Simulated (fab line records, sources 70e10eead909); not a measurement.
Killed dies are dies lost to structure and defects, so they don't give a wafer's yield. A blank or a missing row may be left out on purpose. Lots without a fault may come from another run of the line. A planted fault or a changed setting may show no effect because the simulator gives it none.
fab line records | flow nand_harc
record lots=13 wafers=39 last_day=32
route steps=1302 shown THIN_TSV@1250
lots that met no fault: from a run of the same line without faults
start_h: hours from the record's first day to the start of the lot's first wafer shown | wait_h: hours since the lot's step before | " the same as in the row above | L1.1+2: a row that stands for several wafers | - no value, or no start given | * or withheld: withheld | < > ~ a bound
route shown NAME@n: a module of which the file shows steps, and the number in the route of the first | usual: mean/standard deviation of fault-free wafers | same: alike in all rows | chamber/n: place in a boat | sites: the reading at each site | _std_site: their standard deviation | _edge_site: outer sites' mean less inner sites' | radius_mm: how far each site lies from the wafer's centre | mask NAME#n: copy n | behind: the tool/chamber that last shaped the wafer | hold: why the lot was held/for how many hours/how that ended | device: the transistor (n, p or np) that didn't switch | end of line: the same wafers' tests at the end of the route | a step without rows: its recipe alone | killed: dies lost to structure and defects at the first sort, not the wafer's yield | map: a wafer's dies, x killed, . not, _ none there
set.NAME: the setting as run; set.NAME@STEP: as run at that earlier step | model.NAME: the simulator's own value behind a step, which no gauge read
steps of the route over a sample of lots; a table a step, a row a wafer
services: from which hour (start_h, from the record's first day; less than 0 if before it) a tool's chamber was out of use, for how many hours, and why
## steps
# step NHARC_THIN_TSV_DEP_43
# recipe target_thk_a=13285 temp_c=withheld pressure_torr=6.5 rf_w=900 teos_flow_sccm=161.4 flow_sccm=2650 target_thk_nm=1328.5 gas=O2 material=SiO2
# usual throttle_valve_pct=15.8/0.41
# columns lot.wafer tool chamber start_h wait_h throttle_valve_pct
L266.2 pecvd-01 1 586.83 - 14.9
L266.5 " 0 " " 16.0
L266.6 " 1 " " 15.3
L265.2 pecvd-01 2 587.81 - 15.8
L265.3 " 0 " " 15.9
L265.6 " 2 " " 15.7
L267.1 pecvd-04 2 589.03 - 16.1
L267.3 " 1 " " 16.2
L267.5 " 2 " " 16.1
L269.2 pecvd-01 2 591.42 - 16.0
L269.6 " 2 " " 16.0
L269.5 " 0 " " 15.5
L271.1 pecvd-01 1 592.68 - 15.1
L271.2 " 2 " " 15.7
L271.6 " 1 " " 15.6
L270.1 pecvd-04 0 623.10 - 15.2
L270.6 " 1 " " 16.1
L270.5 " 0 " " 15.2
L275.3 pecvd-01 2 630.22 - 15.9
L275.6 " 2 " " 16.0
L275.5 " 0 " " 15.8
L272.2 pecvd-01 1 641.52 - 15.4
L272.3 " 2 " " 16.2
L272.5 " 1 " " 15.0
L273.1 pecvd-02 0 642.74 - 16.1
L273.4 " 0 " " 15.9
L273.5 " 2 " " 16.3
L274.1 pecvd-01 2 645.89 - 16.2
L274.3 " 0 " " 16.1
L274.6 " 1 " " 15.2
L276.3 pecvd-01 2 669.31 - 16.2
L276.1 " 0 " " 15.9
L276.2 " 1 " " 15.4
L280.3 pecvd-01 0 700.30 - 15.1
L280.1 " 1 " " 15.5
L280.5 " 2 " " 16.3
L287.3 pecvd-01 0 763.36 - 15.5
L287.4 " 2 " " 16.5
L287.5 " 0 " " 15.6
# step NHARC_THIN_TSV_ETCH_44
# recipe target_depth_a=15942 time_s=797.1 cf4_flow_sccm=150 o2_flow_sccm=10 ar_flow_sccm=0 rf_w=300 bias_w=800 chemistry=CF4/O2
# usual drypump_motor_current_A=5.7/0.35 oes_product_au=0.994/0.0087 rf_fwd_power_W=299.7/1 rf_vpp_V=795/4.5 showerhead_plenum_p_Torr=1.85/0.072 throttle_valve_pct=16.914/0.0087
# columns lot.wafer tool chamber start_h wait_h drypump_motor_current_A oes_product_au rf_fwd_power_W rf_hours_counter_h rf_vpp_V showerhead_plenum_p_Torr throttle_valve_pct
L266.2 rie_diel-10 3 587.91 0.2 5.5 1.011 301.0 8.3 802 1.95 16.914
L266.5 " 0 " " 5.2 1.013 299.1 - 790 1.76 16.920
L266.6 " 1 " " 5.3 1.007 299.8 - 792 1.80 16.916
L265.2 rie_diel-11 0 588.89 0.1 5.8 0.989 300.1 6.4 802 1.94 16.914
L265.3 " 3 " " 6.0 0.998 298.6 7.4 792 1.79 16.918
L265.6 " 1 " " 5.5 1.006 301.1 - 795 1.87 16.928
L267.3 rie_diel-10 3 590.11 0.1 5.4 1.000 300.3 8.5 802 1.95 16.916
L267.1 " 1 " " 5.3 1.009 296.9 9.2 793 1.80 16.920
L267.5 " 3 " " 5.4 0.987 300.1 - 803 1.95 16.925
L269.2 rie_diel-07 1 592.39 0.1 5.6 0.999 298.1 4.7 799 1.91 16.915
L269.6 " 1 " " 5.6 1.001 299.5 - 800 1.91 16.919
L269.5 " 0 " " 6.4 0.997 299.8 - 795 1.84 16.915
L271.2 rie_diel-07 1 593.77 0.1 5.6 0.989 301.2 5.2 799 1.91 16.916
L271.1 " 3 " " 5.9 0.995 299.2 5.0 794 1.81 16.912
L271.6 " 1 " " 5.6 0.986 299.4 - 798 1.91 16.916
L270.1 rie_diel-10 1 624.02 0.1 5.3 0.998 299.5 1.6 793 1.80 16.910
L270.6 " 0 " " 5.2 0.973 299.1 - 789 1.76 16.921
L270.5 " 1 " " 5.3 0.995 298.1 - 792 1.80 16.929
L275.3 rie_diel-11 2 631.35 0.2 6.1 1.002 300.4 0.3 789 1.73 16.915
L275.6 " 3 " " 6.0 0.996 300.5 - 791 1.79 16.927
L275.5 " 0 " " 5.8 0.992 299.1 - 800 1.94 16.907
L272.2 rie_diel-07 2 642.42 0.1 5.3 0.990 298.3 7.1 798 1.89 16.914
L272.3 " 0 " " 6.3 0.997 300.0 7.6 795 1.84 16.910
L272.5 " 2 " " 5.3 0.999 298.2 - 798 1.89 16.914
L273.1 rie_diel-11 3 643.85 0.2 5.9 0.992 299.6 1.4 792 1.78 16.927
L273.5 " 0 " " 5.8 0.999 297.9 - 801 1.94 16.901
L273.4 " 1 " " 5.5 0.998 299.2 - 796 1.87 16.907
L274.3 rie_diel-10 3 646.97 0.1 5.4 0.985 299.9 2.8 801 1.95 16.906
L274.1 " 1 " " 5.3 1.001 299.3 2.7 792 1.80 16.908
L274.6 " 3 " " 5.4 0.981 299.6 - 801 1.95 16.925
L276.1 rie_diel-07 2 670.27 0.1 5.3 0.992 300.7 0.7 798 1.89 16.913
L276.2 " 0 " " 6.4 1.008 299.3 0.7 795 1.84 16.915
L276.3 " 1 " " 5.6 0.984 298.5 0.6 798 1.91 16.894
L280.3 rie_diel-10 2 701.49 0.2 5.4 0.995 298.6 6.1 801 1.94 16.928
L280.1 " 3 " " 5.5 0.991 299.5 3.8 802 1.95 16.905
L280.5 " 0 " " 5.2 0.994 297.5 - 791 1.76 16.900
L287.4 rie_diel-11 3 764.52 0.2 6.0 0.995 299.7 8.5 790 1.78 16.908
L287.3 " 0 " " 5.8 0.743 179.3 9.4 801 1.94 16.908
L287.5 " 2 " " 6.1 1.003 300.3 - 788 1.73 16.925
# step NHARC_THIN_TSV_CD_MEAS_16
# usual cd_nm=1001.4/1.6
# columns lot.wafer tool chamber start_h wait_h cd_nm
L266.2 cd_sem-01 - 588.46 0.1 1000.0
L266.5 " - " " 1001.1
L266.6 " - " " 998.8
L265.2 cd_sem-02 - 589.62 0.1 1002.9
L265.3 " - " " 1000.0
L265.6 " - " " 1001.2
L267.1 cd_sem-01 - 590.83 0.1 1000.5
L267.3 " - " " 1000.6
L267.5 " - " " 1002.3
L269.2 cd_sem-02 - 593.24 0.1 1001.5
L269.5 " - " " 1000.9
L269.6 " - " " 1002.7
L271.1 cd_sem-01 - 594.42 0.1 1001.6
L271.2 " - " " 1000.8
L271.6 " - " " 1001.3
L270.1 cd_sem-01 - 624.67 0.1 1004.6
L270.5 " - " " 1002.4
L270.6 " - " " 1003.7
L275.3 cd_sem-01 - 631.90 0.1 1001.4
L275.5 " - " " 1002.3
L275.6 " - " " 998.4
L272.2 cd_sem-01 - 643.14 0.1 1004.5
L272.3 " - " " 1003.3
L272.5 " - " " 1002.7
L273.1 cd_sem-02 - 644.52 0.1 1001.4
L273.4 " - " " 1000.9
L273.5 " - " " 1000.7
L274.1 cd_sem-02 - 647.66 0.2 1001.2
L274.3 " - " " 1003.1
L274.6 " - " " 1001.2
L276.1 cd_sem-02 - 670.99 0.1 1001.1
L276.2 " - " " 998.6
L276.3 " - " " 999.4
L280.1 cd_sem-03 - 702.09 0.1 1002.9
L280.3 " - " " 1003.7
L280.5 " - " " 1002.3
L287.3 cd_sem-01 - 765.18 0.1 1008.8
L287.4 " - " " 999.7
L287.5 " - " " 998.0
# step NHARC_THIN_TSV_DEGAS_49
# recipe temp_c=300 time_s=120
# usual heater_power_w=459/46
# columns lot.wafer tool chamber start_h wait_h heater_power_w
L266.2 pvd_sputter-03 - 590.36 0.2 502
L266.5 " - " " 459
L266.6 " - " " 492
L265.2 pvd_sputter-03 - 591.65 0.1 482
L265.3 " - " " 495
L265.6 " - " " 463
L267.3 pvd_sputter-02 - 592.64 0.1 446
L267.1 " - " " 462
L267.5 " - " " 446
L269.2 pvd_sputter-02 - 595.05 0.1 458
L269.5 " - " " 434
L269.6 " - " " 463
L271.1 pvd_sputter-03 - 596.32 0.1 509
L271.2 " - " " 485
L271.6 " - " " 482
L270.1 pvd_sputter-03 - 626.49 0.1 483
L270.6 " - " " 489
L270.5 " - " " 487
L275.3 pvd_sputter-01 - 633.72 0.1 392
L275.6 " - " " 373
L275.5 " - " " 407
L272.2 pvd_sputter-03 - 645.03 0.2 473
L272.3 " - " " 490
L272.5 " - " " 495
L273.4 pvd_sputter-01 - 646.35 0.1 383
L273.1 " - " " 416
L273.5 " - " " 556
L274.3 pvd_sputter-02 - 649.47 0.1 448
L274.1 " - " " 463
L274.6 " - " " 440
L276.3 pvd_sputter-03 - 672.87 0.1 475
L276.1 " - " " 476
L276.2 " - " " 505
L280.1 pvd_sputter-01 - 704.64 0.2 413
L280.3 " - " " 383
L280.5 " - " " 534
L287.4 pvd_sputter-02 - 767.00 0.1 466
L287.3 " - " " 438
L287.5 " - " " 467
# step NHARC_THIN_TSV_PRE_CLEAN_50
# recipe time_s=30 temp_c=280 gas=H2/He
# usual heater_power_w=406/42
# columns lot.wafer tool chamber start_h wait_h heater_power_w
L266.2 pvd_sputter-03 - - - 438
L266.5 " - " " 422
L266.6 " - " " 429
L265.3 pvd_sputter-03 - - - 427
L265.2 " - " " 425
L265.6 " - " " 416
L267.1 pvd_sputter-02 - - - 418
L267.3 " - " " 380
L267.5 " - " " 433
L269.2 pvd_sputter-02 - - - 412
L269.6 " - " " 378
L269.5 " - " " 428
L271.1 pvd_sputter-03 - - - 438
L271.2 " - " " 415
L271.6 " - " " 403
L270.1 pvd_sputter-03 - - - 434
L270.6 " - " " 436
L270.5 " - " " 430
L275.3 pvd_sputter-01 - - - 363
L275.6 " - " " 363
L275.5 " - " " 345
L272.3 pvd_sputter-03 - - - 428
L272.2 " - " " 420
L272.5 " - " " 429
L273.1 pvd_sputter-01 - - - 327
L273.4 " - " " 359
L273.5 " - " " 486
L274.1 pvd_sputter-02 - - - 399
L274.3 " - " " 390
L274.6 " - " " 385
L276.1 pvd_sputter-03 - - - 434
L276.3 " - " " 406
L276.2 " - " " 413
L280.3 pvd_sputter-01 - - - 369
L280.1 " - " " 480
L280.5 " - " " 368
L287.3 pvd_sputter-02 - - - 443
L287.4 " - " " 406
L287.5 " - " " 440
## services
# columns tool chamber start_h hours kind
pecvd-01 - 572.57 1.1 repair
pvd_sputter-02 - 573.05 2.2 repair
pvd_sputter-01 - 582.00 10.0 pm
rie_diel-07 3 588.84 4.2 repair
pvd_sputter-01 - 592.06 4.8 repair
rie_diel-10 - 596.97 9.0 pm
rie_diel-11 3 606.82 17.6 repair
rie_diel-11 - 609.50 9.0 pm
rie_diel-07 1 610.61 13.4 repair
pvd_sputter-03 - 611.34 3.4 repair
rie_diel-07 3 630.05 4.0 repair
rie_diel-11 2 632.22 15.2 repair
rie_diel-07 - 648.20 9.0 pm
pvd_sputter-02 - 659.17 10.0 pm
rie_diel-10 1 665.18 12.1 repair
rie_diel-10 3 668.56 16.0 repair
pecvd-01 2 671.11 5.5 repair
pecvd-01 - 673.00 13.0 pm
rie_diel-10 - 687.81 0.8 repair
rie_diel-07 - 688.35 1.0 repair
pvd_sputter-02 - 701.34 3.5 repair
pvd_sputter-03 - 704.04 10.0 pm
pvd_sputter-02 - 745.10 2.4 repair
pvd_sputter-01 - 760.00 10.0 pm
## key
first_sign step=NHARC_THIN_TSV_ETCH_44 reading=rf_fwd_power_W direction=down sigmas=99+ usual=* struck=*
effect step=NHARC_THIN_TSV_ETCH_44 reading=oes_product_au direction=down sigmas=29 usual=0.994 struck=0.743
effect step=NHARC_THIN_TSV_CD_MEAS_16 reading=cd_nm direction=up sigmas=4.8 usual=1001.4 struck=1008.8
met_at NHARC_THIN_TSV_ETCH_44
struck_lots L287
struck_wafers L287.3
later_rows_left_out L287.3
sort_left_out L287.3
not_acting_at NHARC_THIN_TSV_DEP_43,NHARC_THIN_TSV_DEGAS_49,NHARC_THIN_TSV_PRE_CLEAN_50
onset_between 643.85 764.52
fault kind=process_parameter_drift tool=rie_diel-11 chamber=0 onset_h=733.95 steps=NHARC_THIN_TSV_ETCH_44 channel=rf_w offset=* shape=step end_h=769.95 acts_in=* stated=*
# sort_left_out: the simulated sort isn't trusted on such a fault, so these wafers' sort isn't shown, and their yield isn't known
# later_rows_left_out: the simulator's readings of these wafers behind a module that went badly wrong aren't trusted and aren't shown, but for the sort
